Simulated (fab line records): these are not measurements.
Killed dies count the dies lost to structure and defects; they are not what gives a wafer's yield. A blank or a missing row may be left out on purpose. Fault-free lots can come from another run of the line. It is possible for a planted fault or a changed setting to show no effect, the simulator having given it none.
Split-lot trial ; flow n5 finfet ; on a route of 1938 steps: 7 lots, 21 wafers read

THE SPLIT
At N5_BEOL_M0_SAQP_EXPOSE_37 (exposes mask M0 CUT1, target cd 30 nm), the setting dose mj was moved away from the recipe's 44.75 on 6 of the 21 wafers read, by -5.1% to +5.1%. All remaining wafers had this setting at the recipe value.

FROM THE SPLIT TO THE READING: what the file shows between them, 2 steps
- N5_BEOL_M0_SAQP_PEB_38: peb time 60 s
- N5_BEOL_M0_SAQP_DEVELOP_39: develop time 30 s

THE READING
cd nm, in nm, at N5_BEOL_M0_SAQP_CD_MEAS_40 (target cd 30 nm). Typical for fault-free wafers on this fab line: 29.99 nm, with standard deviation 0.28 nm.

wafer;tool, chamber at the split;dose mj as run;against the recipe;cd nm, nm;against lot-mates on the recipe
L079.2;euv scanner-02, 0;44.75;recipe;30.12;-
L079.4;euv scanner-02, 0;44.75;recipe;30.14;-
L079.5;euv scanner-02, 0;44.75;recipe;29.99;-
L082.1;euv scanner-01, 0;44.75;recipe;29.82;-
L082.2;euv scanner-01, 0;44.75;recipe;29.77;-
L082.6;euv scanner-01, 0;44.75;recipe;29.85;-
L084.2;euv scanner-02, 0;44.75;recipe;29.93;-
L084.4;euv scanner-02, 0;44.75;recipe;29.73;-
L084.6;euv scanner-02, 0;44.75;recipe;29.80;-
L086.3;euv scanner-02, 0;44.75;recipe;29.80;-
L086.5;euv scanner-02, 0;44.75;recipe;30.16;-
L086.6;euv scanner-02, 0;44.75;recipe;29.97;-
L087.1;euv scanner-01, 0;42.46;-5.1%;29.21;-0.67
L087.2;euv scanner-01, 0;44.75;recipe;29.88;-
L087.5;euv scanner-01, 0;42.46;-5.1%;29.11;-0.77
L088.1;euv scanner-01, 0;47.05;+5.1%;30.85;+0.60
L088.3;euv scanner-01, 0;44.75;recipe;30.25;-
L088.5;euv scanner-01, 0;47.05;+5.1%;31.02;+0.77
L091.2;euv scanner-02, 0;44.75;recipe;29.85;-
L091.5;euv scanner-02, 0;46.57;+4.1%;30.72;+0.87
L091.6;euv scanner-02, 0;46.57;+4.1%;30.59;+0.74

FIT RESULTS
A straight line over all 21 wafers: cd nm changes by +0.173 nm for each +1% of dose mj; r = +0.95; the points scatter about the line by 0.15 nm.
The same after taking each lot's own level away (the mean of its wafers on the recipe; 21 wafers): +0.151 nm for each +1%; r = +0.97; scatter 0.11 nm.
According to that fit, moving dose mj by its largest amount changes the reading by 0.77 nm.
The lots' own levels span 29.813 to 30.250 nm, that is 1.6 times the standard deviation above.
In other words, the slope is changed by the lot-to-lot level; the two fits disagree.
Check: for one of the wafers moved furthest among these (+5.1%), held out of the fit, the line's prediction against its lot-mates is +0.841 nm. It came out at +0.6 nm against them.

THE OTHER SPLITS THESE WAFERS WENT THROUGH
These wafers also went through other splits before the reading. Each is held against what the fit with the lots' levels taken away leaves over:
other split on the same wafers;wafers away from the commonest value;r with cd nm (lot level and that fit taken away)
N5_SD_EPI_P_DEVELOP_08 develop time s;6;-0.43
N5_HKMG_FIN_COAT_43 spin rpm;6;+0.25
N5_MOL_CONTACT_COAG_ALD_27 ald cycles;6;-0.23
N5_MOL_CONTACT_COAG_ETCHBACK_135 time s;10;+0.09
N5_MOL_CONTACT_COAG_COAT_34 spin rpm;5;+0.15

THE WHOLE CHAIN: every reading that the file lists as answering this split, in the file's order
step;what it does;reading;change (the file's fit);r (the file's)
N5_BEOL_M0_SAQP_CD_MEAS_40;target cd 30 nm;cd nm;+0.152 nm for each +1% of the setting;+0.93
N5_BEOL_M0_SAQP_DESCUM_45;chemistry O2, time 7 s;BEOL_M0_SAQP.cd nm (the simulator's own value, which no gauge read);+0.182 nm for each +1% of the setting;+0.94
N5_BEOL_M0_SAQP_ETCH_88;etches underlayer in N2/H2, target depth 6.5 nm, time 5.2 s;BEOL_M0_SAQP.cd nm (the simulator's own value, which no gauge read);+0.191 nm for each +1% of the setting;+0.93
N5_BEOL_M0_SAQP_ETCH_73;etches SiARC in CF4, target depth 19.5 nm, time 32.5 s;BEOL_M0_SAQP.cd nm (the simulator's own value, which no gauge read);+0.198 nm for each +1% of the setting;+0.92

THE FILE'S OWN FIT
cd nm changes by +0.152 nm for each +1% of dose mj, r = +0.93.
